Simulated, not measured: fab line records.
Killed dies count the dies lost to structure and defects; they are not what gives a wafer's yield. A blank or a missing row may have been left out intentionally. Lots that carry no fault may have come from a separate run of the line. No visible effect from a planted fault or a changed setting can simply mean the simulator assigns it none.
Split-lot trial | flow n5 finfet | route with 1938 steps; 7 lots, 39 wafers read

== THE SPLIT ITSELF ==
At N5_DUMMY_GATE_HM_DEP_06 (deposits SiNx from DCS/NH3, target thk 80 nm, time 5141 s), the setting time s was moved away from the recipe's 5141 s on 30 of the 39 wafers read, by -35.1% to +36.3%. All remaining wafers had this setting at the recipe value.

Reading taken at the split's own step.

== THE READING ==
SiNx_of_DUMMY_GATE_HM_DEP_06.thk nm (the simulator's own value, which no gauge read), in nm, at N5_DUMMY_GATE_HM_DEP_06 (deposits SiNx from DCS/NH3, target thk 80 nm, time 5141 s). There is no usual value for it anywhere in the file. Average 78.9 nm, standard deviation 0.43 nm, over the 9 wafers here run with the recipe.

wafer  | tool, chamber at the split | time s as run, s | against the recipe | SiNx_of_DUMMY_GATE_HM_DEP_06.thk nm, nm | against lot-mates on the recipe
L078.1 | lpcvd-02, 1/15             | 5141             | recipe             | 79.2                                    | -
L078.2 | lpcvd-02, 1/20             | 5141             | recipe             | 78.2                                    | -
L078.4 | lpcvd-02, 1/29             | 5141             | recipe             | 78.4                                    | -
L080.1 | -, -                       | 6445             | +25.4%             | 101.2                                   | no lot-mate on the recipe
L080.2 | -, -                       | 6445             | +25.4%             | 99.6                                    | no lot-mate on the recipe
L080.3 | -, -                       | 6445             | +25.4%             | 100.6                                   | no lot-mate on the recipe
L080.4 | -, -                       | 6445             | +25.4%             | 100                                     | no lot-mate on the recipe
L080.5 | -, -                       | 6445             | +25.4%             | 99.8                                    | no lot-mate on the recipe
L080.6 | -, -                       | 6445             | +25.4%             | 100.4                                   | no lot-mate on the recipe
L081.1 | -, -                       | 3335             | -35.1%             | 51.2                                    | no lot-mate on the recipe
L081.2 | -, -                       | 3335             | -35.1%             | 51.6                                    | no lot-mate on the recipe
L081.4 | -, -                       | 3335             | -35.1%             | 51.6                                    | no lot-mate on the recipe
L081.5 | -, -                       | 3335             | -35.1%             | 51.6                                    | no lot-mate on the recipe
L081.3 | -, -                       | 3335             | -35.1%             | 52.2                                    | no lot-mate on the recipe
L081.6 | -, -                       | 3335             | -35.1%             | 52                                      | no lot-mate on the recipe
L084.1 | -, -                       | 7005             | +36.3%             | 108                                     | no lot-mate on the recipe
L084.2 | -, -                       | 7005             | +36.3%             | 108.8                                   | no lot-mate on the recipe
L084.6 | -, -                       | 7005             | +36.3%             | 108.8                                   | no lot-mate on the recipe
L084.3 | -, -                       | 7005             | +36.3%             | 108.2                                   | no lot-mate on the recipe
L084.4 | -, -                       | 7005             | +36.3%             | 108.2                                   | no lot-mate on the recipe
L084.5 | -, -                       | 7005             | +36.3%             | 108.2                                   | no lot-mate on the recipe
L088.1 | -, -                       | 5141             | recipe             | 79.4                                    | -
L088.2 | -, -                       | 5141             | recipe             | 78.8                                    | -
L088.4 | -, -                       | 5141             | recipe             | 78.8                                    | -
L088.3 | -, -                       | 5141             | recipe             | 79.6                                    | -
L088.5 | -, -                       | 5141             | recipe             | 78.6                                    | -
L088.6 | -, -                       | 5141             | recipe             | 79                                      | -
L093.1 | -, -                       | 4220             | -17.9%             | 65.2                                    | no lot-mate on the recipe
L093.3 | -, -                       | 4220             | -17.9%             | 65.2                                    | no lot-mate on the recipe
L093.4 | -, -                       | 4220             | -17.9%             | 65.2                                    | no lot-mate on the recipe
L093.2 | -, -                       | 4220             | -17.9%             | 65.4                                    | no lot-mate on the recipe
L093.5 | -, -                       | 4220             | -17.9%             | 65.6                                    | no lot-mate on the recipe
L093.6 | -, -                       | 4220             | -17.9%             | 64.8                                    | no lot-mate on the recipe
L094.1 | -, -                       | 6420             | +24.9%             | 99.4                                    | no lot-mate on the recipe
L094.2 | -, -                       | 6420             | +24.9%             | 100                                     | no lot-mate on the recipe
L094.3 | -, -                       | 6420             | +24.9%             | 100.2                                   | no lot-mate on the recipe
L094.4 | -, -                       | 6420             | +24.9%             | 99.8                                    | no lot-mate on the recipe
L094.6 | -, -                       | 6420             | +24.9%             | 99.8                                    | no lot-mate on the recipe
L094.5 | -, -                       | 6420             | +24.9%             | 100.6                                   | no lot-mate on the recipe

THE FIT
A straight line over all 39 wafers: SiNx_of_DUMMY_GATE_HM_DEP_06.thk nm changes by +0.802 nm for each +1% of time s; r = +1.00; the points scatter about the line by 0.59 nm.
Too few moved wafers with a lot-mate on the recipe to fit a line net of each lot's own level.

== FILE'S OWN FIT ==
SiNx_of_DUMMY_GATE_HM_DEP_06.thk nm changes by +0.802 nm for each +1% of time s, r = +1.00.
